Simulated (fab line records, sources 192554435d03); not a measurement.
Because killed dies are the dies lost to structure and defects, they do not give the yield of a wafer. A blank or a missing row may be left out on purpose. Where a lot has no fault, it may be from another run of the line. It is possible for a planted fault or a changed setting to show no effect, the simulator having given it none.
A lot that was struck, set against a sound lot    flow n5Finfet    27 out of 1938 route steps
Sound: the wafers L370.1, L370.2, L370.3. Struck: wafer L381.6. (L381.1 of the same lot was not struck and is left out.) The cause comes at the end.
Order at every step that has rows: each side's tool, ch and its chambers, its first start. Under that, the readings that differ: sound wafers    struck wafers    difference of the means    sigmas: that difference in standard deviations of wafers without a fault.
alike: a reading whose means differ by less than 2 such deviations, as well as words and numbers matching on both sides. not compared: withheld readings; readings where some wafer has no value; bounds like >300 that might hide an equal value; numbers whose values overlap and for which the record gives no deviation.
Wherever a step has rows on one side only, a row that says differs or no value, or a row with sigmas, the two part there. When numbers do not overlap yet have no deviation, they are printed without sigmas and do not part them. A reading missing from all wafers of one side parts the sides only when that side holds two or more wafers.

N5_STI_FIN_REVEAL_ALD_14: deposits Si3N4, target thk 3 nm.
  sound on aldSin-03 ch 1,2,3, day 4 04:13; struck on aldSin-01 ch 0, day 6 22:50
  alike: heaterPowerW
then, 3 steps without rows for these wafers: N5_STI_FIN_REVEAL_FCVD_FILL_01 (material SiO2 flowable, target thk 312 nm, time 512.2 s); N5_STI_FIN_REVEAL_DENSIFY_02 (time 1800 s); N5_STI_FIN_REVEAL_CMP_04 (polishes, stops on Si3N4, t overpolish 4 s, target thk 131.83 nm).
N5_STI_FIN_REVEAL_THK_MEAS_05:
  sound on filmMetro-01, day 4 09:32; struck on filmMetro-01, day 7 04:10
  alike: thkNm
N5_STI_FIN_REVEAL_DENSIFY_30:
  sound on rtpAnneal-02 ch 0, day 4 09:58; struck on rtpAnneal-01 ch 0, day 7 04:21
reading              sound                 struck  difference  sigmas
lamp_zone_6_pct (%)  11.439 11.483 11.466  11.431  -0.032      -2
  alike: lampPowerPct, lamp_zone_2_pct
  not compared: wafer_temp_C_max
N5_STI_FIN_REVEAL_ETCHBACK_08: etches SiO2 in C4F6/O2, target depth 30.5 nm, time 10.167 s.
  sound on rieDiel-05 ch 1,2,3, day 4 10:10; struck on rieDiel-01 ch 2, day 7 04:40
reading               sound              struck  difference  sigmas
oes_o_777_au (a.u.)   0.71 0.68 0.72     0.88    +0.18       +2
throttleValvePct (%)  21.33 20.98 21.51  20.80   -0.47       -2
  alike: drypumpMotorCurrentA, oesProductAu, rfVppV, showerheadPlenumPTorr
  not compared: rfHoursCounterH
N5_STI_FIN_REVEAL_STRIP_24: strips in N2/H2, time 90 s.
  sound on rieDiel-05 ch 1,2,3, day 4 10:13; struck on rieDiel-01 ch 2, day 7 04:42
reading               sound              struck  difference  sigmas
throttleValvePct (%)  12.36 12.30 12.52  11.69   -0.70       -2
  alike: drypumpMotorCurrentA, oesProductAu, rfVppV, showerheadPlenumPTorr
  not compared: rfHoursCounterH
then, 4 steps without rows for these wafers: N5_STI_FIN_REVEAL_PRECLEAN_25 (cleans in SPM, time 90 s); N5_STI_FIN_REVEAL_PRECLEAN_26 (cleans in SC1, time 45 s); N5_STI_FIN_REVEAL_PRECLEAN_29 (cleans in DHF, time 30 s); N5_STI_FIN_REVEAL_SRD_12 (time 30 s).
N5_STI_FIN_REVEAL_RECESS_09: chemistry HF/NH3, target SiO2, afs cycles 11, target depth 42.5 nm, sublimation time 60 s.
  sound on vaporEtch-01 ch 0,1, day 4 10:25; struck on vaporEtch-02 ch 0, day 7 05:58
reading                   sound              struck  difference  sigmas
drypumpMotorCurrentA (A)  6.56 6.20 6.26     5.87    -0.47       -2
model.etch.depthNm (nm)   42.91 42.91 42.91  58.97   +16.06      
  not compared: model.SiNx_of_FIN_SAQP_HM_DEP_03.thkNm
then, 7 steps without rows for these wafers: N5_STI_FIN_REVEAL_STRIP_16 (strips SiNx in H3PO4, target depth 23.8 nm); N5_STI_FIN_REVEAL_PRECLEAN_17 (cleans in NF3:NH3, afs cycles 1, time 20 s, sublimation time 60 s); N5_STI_FIN_REVEAL_ETCH_34 (etches Si in H2, material Si, target depth 0.97 nm); N5_STI_FIN_REVEAL_OXIDATION_31 (chemistry O2 PLASMA REMOTE, time 20 s); N5_STI_FIN_REVEAL_PRECLEAN_32 (cleans in NF3:NH3, afs cycles 1, time 20 s, sublimation time 60 s); N5_STI_FIN_REVEAL_STRIP_35 (strips Si3N4 in H3PO4, target depth 4 nm, time 39 s); N5_STI_FIN_REVEAL_SRD_21 (time 30 s).
N5_STI_FIN_REVEAL_OXIDATION_33: chemistry O2 PLASMA REMOTE, time 20 s.
  sound on plasmaAsher-01 ch 0,1, day 4 13:02; struck on plasmaAsher-02 ch 0, day 7 07:25
  alike: drypumpMotorCurrentA, heaterPowerW, o2FlowSccm
  not compared: rfHoursCounterH
then, 2 steps without rows for these wafers: N5_STI_FIN_REVEAL_CLEAN_19 (cleans in O3/DIW, time 120 s); N5_STI_FIN_REVEAL_SRD_23 (time 30 s).
N5_STI_FIN_REVEAL_CD_MEAS_22: target cd 6.238 nm, pitch 28 nm.
  sound on cdSem-01, day 4 13:12; struck on cdSem-01, day 7 07:35
  alike: cdNm
N5_STI_FIN_REVEAL_FIN_H_MEAS_10:
  sound on ocd-01, day 4 13:14; struck on ocd-02, day 7 07:37
reading             sound           struck  difference  sigmas
trenchDepthNm (nm)  51.9 52.1 52.4  69.5    +17.4       +25
then, 1 step without rows for these wafers: N5_STI_FIN_REVEAL_PRECLEAN_18 (cleans in SC2, time 45 s).
-- the record jumps here: 5 days lie between the struck wafers' starts before and after (it left off in module STI_FIN_REVEAL and takes up again in module BEOL_M4, whose first step shown is number 1111 of the route) --
N5_BEOL_M4_RC_MEAS_101:
  sound on prober-01 ch 0, day 10 04:49; struck on prober-01 ch 0, day 12 17:12
  alike: DIBL_N, DIBL_P, IOFF_N, IOFF_P, ION_N, ION_P, SS_N, SS_P, VT_N, VT_P

## WHERE THEY PART
Last at N5_STI_FIN_REVEAL_FIN_H_MEAS_10 as far as this record goes, first at N5_STI_FIN_REVEAL_DENSIFY_30. Later steps at which nothing parts them and some readings are alike: N5_BEOL_M4_RC_MEAS_101.

WHY: the cause the simulator had injected
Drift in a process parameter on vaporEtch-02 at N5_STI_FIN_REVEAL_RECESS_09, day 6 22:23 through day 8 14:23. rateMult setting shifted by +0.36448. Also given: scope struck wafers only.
